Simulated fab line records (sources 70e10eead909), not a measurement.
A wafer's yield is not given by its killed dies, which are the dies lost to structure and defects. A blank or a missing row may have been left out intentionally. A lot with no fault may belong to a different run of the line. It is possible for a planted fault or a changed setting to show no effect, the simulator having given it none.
Chamber matching + flow nand_harc + 4 sister chambers for NHARC_A_CHANNEL_FILL_D1_ETCHBACK_20 on rie_diel-02
The step etches the open film in C4F8/O2/Ar, target depth 27 nm, time 13.5 s. 7 wafers are shown with their chamber, then 8 later ones without.

WAFERS, EACH WITH ITS CHAMBER
| wafer  | chamber | rf_vpp_V (V) | oes_product_au (a.u.) |
|--------|---------|--------------|-----------------------|
| L083.2 | 3       | 979          | 0.98                  |
| L089.3 | 0       | 976          | 1.00                  |
| L089.6 | 2       | 976          | 1.00                  |
| L090.4 | 1       | 984          | 0.97                  |
| L090.5 | 2       | 976          | 0.99                  |
| L090.6 | 1       | 982          | 0.96                  |
| L092.2 | 0       | 977          | 0.94                  |

WAFERS WITHOUT THEIR CHAMBER
| wafer  | rf_vpp_V (V) | oes_product_au (a.u.) |
|--------|--------------|-----------------------|
| L092.4 | 983          | 0.91                  |
| L092.6 | 979          | 0.91                  |
| L095.1 | 983          | 0.90                  |
| L095.3 | 977          | 0.92                  |
| L095.5 | 977          | 0.92                  |
| L097.2 | 980          | 0.97                  |
| L097.3 | 977          | 0.98                  |
| L097.4 | 977          | 0.99                  |

THE CHAMBER EACH PASSED THROUGH
| wafer  | from the rows above          | in truth |
|--------|------------------------------|----------|
| L092.4 | 1                            | 1        |
| L092.6 | can't be placed: 3 or 0 or 2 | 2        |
| L095.1 | 1                            | 1        |
| L095.3 | can't be placed: 0 or 2 or 3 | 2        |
| L095.5 | can't be placed: 0 or 2 or 3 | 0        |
| L097.2 | 3                            | 3        |
| L097.3 | can't be placed: 0 or 2 or 3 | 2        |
| L097.4 | can't be placed: 0 or 2 or 3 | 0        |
3 of 8 placed correctly. Not placeable from these rows: 5 (in 5, the candidates include the true chamber). 0 placed wrongly.
How it was worked out, from the rows above alone: a wafer's distance from a chamber is the root of the sum, over the readings, of the square of ((its reading less the chamber's mean) divided by the reading's scatter). If the next closest chamber is less than 2 further off than the closest, the wafer can't be placed; otherwise it belongs to the closest. A chamber's mean is the mean of its shown wafers. How the scatter is found: for the shown wafers, subtract from each reading the mean of its chamber, square and add these, divide the total by (wafers less chambers), then take the root.
